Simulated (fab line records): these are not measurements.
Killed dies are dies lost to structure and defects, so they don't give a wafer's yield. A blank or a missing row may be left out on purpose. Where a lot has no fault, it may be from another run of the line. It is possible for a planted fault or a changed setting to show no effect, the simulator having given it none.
Chamber matching / flow nandHarc / aldHk-03 running NHARC_A_CHANNEL_FILL_D1_ALD_25: 4 sister chambers
The step deposits SiOx, target thk 60 nm, pulse time 10 s, ald cycles 600. 4 wafers are shown with their chamber, then 12 later ones without.

== WAFERS, EACH WITH ITS CHAMBER ==
wafer=L087.2; chamber=2; heaterPowerW (W)=463
wafer=L087.4; chamber=1; heaterPowerW (W)=488
wafer=L088.3; chamber=0; heaterPowerW (W)=456
wafer=L088.5; chamber=3; heaterPowerW (W)=435

== WAFERS WITH NO CHAMBER GIVEN ==
wafer=L091.1; heaterPowerW (W)=472
wafer=L091.4; heaterPowerW (W)=497
wafer=L091.3; heaterPowerW (W)=447
wafer=L092.1; heaterPowerW (W)=477
wafer=L092.2; heaterPowerW (W)=402
wafer=L092.5; heaterPowerW (W)=450
wafer=L096.1; heaterPowerW (W)=422
wafer=L096.5; heaterPowerW (W)=415
wafer=L096.6; heaterPowerW (W)=486
wafer=L097.1; heaterPowerW (W)=418
wafer=L097.4; heaterPowerW (W)=429
wafer=L097.5; heaterPowerW (W)=464

== WHICH CHAMBER EACH WENT THROUGH ==
wafer=L091.1; from the rows above=can't be placed: 2 or 0 or 1 or 3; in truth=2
wafer=L091.4; from the rows above=can't be placed: 1 or 2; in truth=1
wafer=L091.3; from the rows above=can't be placed: 0 or 3 or 2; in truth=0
wafer=L092.1; from the rows above=can't be placed: 1 or 2 or 0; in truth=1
wafer=L092.2; from the rows above=can't be placed: 3 or 0 or 2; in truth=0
wafer=L092.5; from the rows above=can't be placed: 0 or 2 or 3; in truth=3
wafer=L096.1; from the rows above=can't be placed: 3 or 0 or 2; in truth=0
wafer=L096.5; from the rows above=can't be placed: 3 or 0 or 2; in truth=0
wafer=L096.6; from the rows above=can't be placed: 1 or 2 or 0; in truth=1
wafer=L097.1; from the rows above=can't be placed: 3 or 0 or 2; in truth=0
wafer=L097.4; from the rows above=can't be placed: 3 or 0 or 2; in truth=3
wafer=L097.5; from the rows above=can't be placed: 2 or 0 or 1 or 3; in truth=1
Placed correctly: 0 of 12. Not placeable from these rows: 12 (in 12, the candidates include the true chamber). Placed wrongly: 0.
How it was worked out, from the rows above alone: a wafer's distance from a chamber is the root of the sum, over the readings, of the square of ((its reading less the chamber's mean) divided by the reading's scatter). If the next closest chamber is less than 2 further off than the closest, the wafer can't be placed; otherwise it belongs to the closest. Each chamber's mean is taken over the wafers shown for it. The scatter: root of mean squared gap, hidden wafer to nearest shown wafer, with one shown wafer a chamber.
